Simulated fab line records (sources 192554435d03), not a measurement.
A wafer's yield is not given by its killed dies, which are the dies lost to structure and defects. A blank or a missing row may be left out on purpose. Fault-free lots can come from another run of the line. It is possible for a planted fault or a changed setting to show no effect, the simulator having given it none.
Split-lot trial | flow n5Finfet | on a route of 1938 steps: 7 lots, 39 wafers read

== ON THE SPLIT ==
At N5_BEOL_M0_SAQP_DESCUM_19 (chemistry O2, time 7.9 s), the setting timeS was moved away from the recipe's 7.9 s on 15 of the 39 wafers read, by -43.7% to +26.6%. All remaining wafers had this setting at the recipe value.

The file shows no step between the split and the reading.

== THE READING ==
CAR-ArF_of_BEOL_M0_SAQP_COAT_08.thkNm (the simulator's own value, which no gauge read), in nm, at N5_BEOL_M0_SAQP_ETCH_83 (etches SiARC in CF4, target depth 39 nm, time 65 s). No usual value for it is given in the file. Across the 24 wafers here that went through the recipe, the average is 55.6 nm and the standard deviation 0.26 nm.

wafer  | tool, chamber at the split | timeS as run, s | against the recipe | CAR-ArF_of_BEOL_M0_SAQP_COAT_08.thkNm, nm | against lot-mates on the recipe
L076.1 | rieDiel-01, 3              | 7.9             | recipe             | 55.6                                      | -
L076.2 | rieDiel-01, 0,2            | 10              | +26.6%             | 54.2                                      | -1.3
L076.6 | rieDiel-01, 3              | 10              | +26.6%             | 54.2                                      | -1.3
L076.3 | rieDiel-01, 1              | 7.9             | recipe             | 55.8                                      | -
L076.4 | rieDiel-01, 0,2            | 10              | +26.6%             | 54.4                                      | -1.1
L076.5 | rieDiel-01, 0              | 7.9             | recipe             | 55.2                                      | -
L077.1 | rieDiel-01, 1,0,2          | 6.037           | -23.6%             | 56.8                                      | +1.2
L077.2 | rieDiel-01, 1,0,2          | 6.037           | -23.6%             | 56.8                                      | +1.2
L077.3 | rieDiel-01, 1,0,2          | 6.037           | -23.6%             | 56.8                                      | +1.2
L077.4 | rieDiel-01, 3              | 7.9             | recipe             | 55.8                                      | -
L077.5 | rieDiel-01, 3,2            | 7.9             | recipe             | 55.6                                      | -
L077.6 | rieDiel-01, 3,2            | 7.9             | recipe             | 55.4                                      | -
L086.1 | rieDiel-01, 2,1            | 4.451           | -43.7%             | 57.4                                      | +1.8
L086.2 | rieDiel-01, 2,1            | 4.451           | -43.7%             | 57.6                                      | +2.0
L086.3 | rieDiel-01, 0              | 7.9             | recipe             | 55.4                                      | -
L086.4 | rieDiel-01, 3              | 7.9             | recipe             | 55.8                                      | -
L086.5 | rieDiel-01, 1              | 7.9             | recipe             | 55.6                                      | -
L086.6 | rieDiel-01, 2              | 4.451           | -43.7%             | 57.8                                      | +2.2
L087.1 | rieDiel-06, 2              | 7.9             | recipe             | 55.2                                      | -
L087.2 | rieDiel-06, 3              | 7.9             | recipe             | 55.2                                      | -
L087.3 | rieDiel-06, 1,2            | 9.835           | +24.5%             | 54.2                                      | -1.1
L087.4 | rieDiel-06, 1              | 7.9             | recipe             | 55.4                                      | -
L087.5 | rieDiel-06, 3              | 9.835           | +24.5%             | 54.4                                      | -0.9
L087.6 | rieDiel-06, 1,2            | 9.835           | +24.5%             | 54.4                                      | -0.9
L091.1 | rieDiel-06, 2,0            | 7.9             | recipe             | 56.2                                      | -
L091.6 | rieDiel-06, 2,0            | 7.9             | recipe             | 56.2                                      | -
L091.2 | rieDiel-06, 0,3,2          | 5.717           | -27.6%             | 57.4                                      | +1.4
L091.3 | rieDiel-06, 0,3,2          | 5.717           | -27.6%             | 57.6                                      | +1.6
L091.5 | rieDiel-06, 0,3,2          | 5.717           | -27.6%             | 57.6                                      | +1.6
L091.4 | rieDiel-06, 3              | 7.9             | recipe             | 55.6                                      | -
L092.1 | rieDiel-01, 1              | 7.9             | recipe             | 55.8                                      | -
L092.2 | rieDiel-01, 0,3,3          | 7.9             | recipe             | 55.4                                      | -
L092.3 | rieDiel-01, 0,3,3          | 7.9             | recipe             | 55.4                                      | -
L092.4 | rieDiel-01, 2              | 7.9             | recipe             | 55.4                                      | -
L092.5 | rieDiel-01, 2              | 7.9             | recipe             | 55.4                                      | -
L092.6 | rieDiel-01, 0,3,3          | 7.9             | recipe             | 55.4                                      | -
L096.2 | rieDiel-02, 3,3,2          | 7.9             | recipe             | 55.6                                      | -
L096.4 | rieDiel-02, 3,3,2          | 7.9             | recipe             | 55.6                                      | -
L096.6 | rieDiel-02, 3,3,2          | 7.9             | recipe             | 55.4                                      | -
If several chambers appear in one row, that row covers several wafers at once and the file leaves open which wafer was in which chamber.

FIT RESULTS
A straight line over all 39 wafers: CAR-ArF_of_BEOL_M0_SAQP_COAT_08.thkNm changes by -0.052 nm for each +1% of timeS; r = -0.96; the points scatter about the line by 0.28 nm.
The same after taking each lot's own level away (the mean of its wafers on the recipe; 39 wafers): -0.047 nm for each +1%; r = -0.98; scatter 0.18 nm.
According to that fit, moving timeS by its largest amount changes the reading by 2.1 nm.
Measured against the standard deviation above, the lots' own levels, which go from 55.27 to 56.00 nm, span 2.8 times it.
So the lot-to-lot level changes the slope: the two fits differ.
Check: with one of the wafers moved furthest among these (-43.7%) left out of the fit, the line predicts +2.14 nm for it against its lot-mates. It came out at +1.8 nm against them.

== OTHER SPLITS APPLIED TO THESE WAFERS ==
Other splits were also applied to these wafers ahead of the reading. Each is held against what the fit with the lots' levels taken away leaves over:
other split on the same wafers            | wafers away from the commonest value | r with CAR-ArF_of_BEOL_M0_SAQP_COAT_08.thkNm (lot level and that fit taken away)
N5_FIN_SAQP_SPACER1_ALD_24 aldCycles      | 15                                   | +0.30
N5_SD_EPI_N_ETCH_16 targetDepthA          | 12                                   | +0.19
N5_HKMG_FIN_HK_ALD_01 aldCycles           | 6                                    | -0.12
N5_MOL_CONTACT_COAG_ETCH_106 targetDepthA | 18                                   | +0.04

== THE WHOLE CHAIN: every reading that the file lists as answering this split, in the file's order ==
step                      | what it does                                       | reading                                                                                | change (the file's fit)                | r (the file's)
N5_BEOL_M0_SAQP_DESCUM_19 | chemistry O2, time 7.9 s                           | CAR-ArF_of_BEOL_M0_SAQP_COAT_08.thkNm (the simulator's own value, which no gauge read) | -0.0482 nm for each +1% of the setting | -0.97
N5_BEOL_M0_SAQP_ETCH_83   | etches SiARC in CF4, target depth 39 nm, time 65 s | CAR-ArF_of_BEOL_M0_SAQP_COAT_08.thkNm (the simulator's own value, which no gauge read) | -0.0473 nm for each +1% of the setting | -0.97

== FILE'S OWN FIT ==
CAR-ArF_of_BEOL_M0_SAQP_COAT_08.thkNm changes by -0.0473 nm for each +1% of timeS, r = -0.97.
